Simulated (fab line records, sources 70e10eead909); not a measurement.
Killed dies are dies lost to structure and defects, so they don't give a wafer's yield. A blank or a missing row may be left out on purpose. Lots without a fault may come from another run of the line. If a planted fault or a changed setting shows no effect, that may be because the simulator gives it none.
Matching of chambers + flow nand-harc + NHARC_A_WL_FILL_STRIP_29 on rie-diel-07: 4 sister chambers
The step strips in O2, time 20 s. 18 wafers are shown with their chamber, then 9 later ones without.

## WAFERS WITH THEIR CHAMBER
| wafer  | chamber | drypump-motor-current-A (A) | oes-product-au (a.u.) | throttle-valve-pct (%) |
|--------|---------|-----------------------------|-----------------------|------------------------|
| L079.1 | 3       | 6.1                         | 0.999                 | 17.031                 |
| L079.2 | 0       | 5.2                         | 1.001                 | 17.032                 |
| L079.3 | 1       | 6.0                         | 1.015                 | 17.030                 |
| L078.1 | 0       | 5.2                         | 1.010                 | 17.030                 |
| L078.5 | 1       | 6.0                         | 1.014                 | 17.037                 |
| L078.6 | 2       | 5.4                         | 1.013                 | 17.038                 |
| L088.2 | 1       | 6.0                         | 1.006                 | 17.037                 |
| L088.4 | 3       | 6.1                         | 0.999                 | 17.037                 |
| L088.5 | 0       | 5.2                         | 0.994                 | 17.047                 |
| L085.3 | 1       | 6.0                         | 1.006                 | 17.034                 |
| L085.5 | 3       | 6.1                         | 1.000                 | 17.028                 |
| L085.6 | 2       | 5.4                         | 1.003                 | 17.058                 |
| L089.1 | 0       | 5.2                         | 0.998                 | 17.028                 |
| L089.5 | 2       | 5.4                         | 1.011                 | 17.045                 |
| L089.6 | 1       | 5.9                         | 0.996                 | 17.031                 |
| L090.3 | 0       | 5.2                         | 0.994                 | 17.038                 |
| L090.4 | 2       | 5.4                         | 1.011                 | 17.036                 |
| L090.5 | 1       | 5.9                         | 1.008                 | 17.033                 |

SIGNATURES, as means of the wafers listed above
| reading                 | chamber 0 | chamber 1 | chamber 2 | chamber 3 | scatter within a chamber |
|-------------------------|-----------|-----------|-----------|-----------|--------------------------|
| drypump-motor-current-A | 5.200     | 5.967     | 5.400     | 6.100     | 0.0309                   |
| oes-product-au          | 0.99940   | 1.00750   | 1.00950   | 0.99933   | 0.0058                   |
| throttle-valve-pct      | 17.03500  | 17.03367  | 17.04425  | 17.03200  | 0.00664                  |
Rule: distance of a wafer from a chamber = root of the sum over the readings of ((wafer's reading minus chamber's mean) / reading's scatter) squared. If the next closest chamber is less than 2 further off than the closest, the wafer can't be placed; otherwise it belongs to the closest. The scatter: the root of (the sum of the squares of (reading less its chamber's mean) over the shown wafers, divided by (wafers less chambers)).

## WAFERS WHOSE CHAMBER IS MISSING
| wafer  | drypump-motor-current-A (A) | oes-product-au (a.u.) | throttle-valve-pct (%) |
|--------|-----------------------------|-----------------------|------------------------|
| L092.1 | 6.1                         | 1.007                 | 17.044                 |
| L092.5 | 6.1                         | 1.008                 | 17.038                 |
| L092.6 | 5.3                         | 1.003                 | 17.043                 |
| L093.2 | 6.1                         | 0.996                 | 17.023                 |
| L093.3 | 5.4                         | 0.997                 | 17.029                 |
| L093.6 | 6.1                         | 0.998                 | 17.047                 |
| L097.2 | 6.1                         | 0.997                 | 17.054                 |
| L097.3 | 6.0                         | 1.004                 | 17.041                 |
| L097.4 | 5.4                         | 1.023                 | 17.037                 |

## CHAMBER TAKEN BY EACH
| wafer  | from the rows above     | in truth |
|--------|-------------------------|----------|
| L092.1 | 3                       | 3        |
| L092.5 | 3                       | 3        |
| L092.6 | can't be placed: 2 or 0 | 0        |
| L093.2 | 3                       | 3        |
| L093.3 | 2                       | 2        |
| L093.6 | 3                       | 3        |
| L097.2 | 3                       | 3        |
| L097.3 | can't be placed: 1 or 3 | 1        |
| L097.4 | 2                       | 2        |
Correctly placed: 7 of 9. Not placeable from these rows: 2 (in 2, the candidates include the true chamber). Placed wrongly: 0.
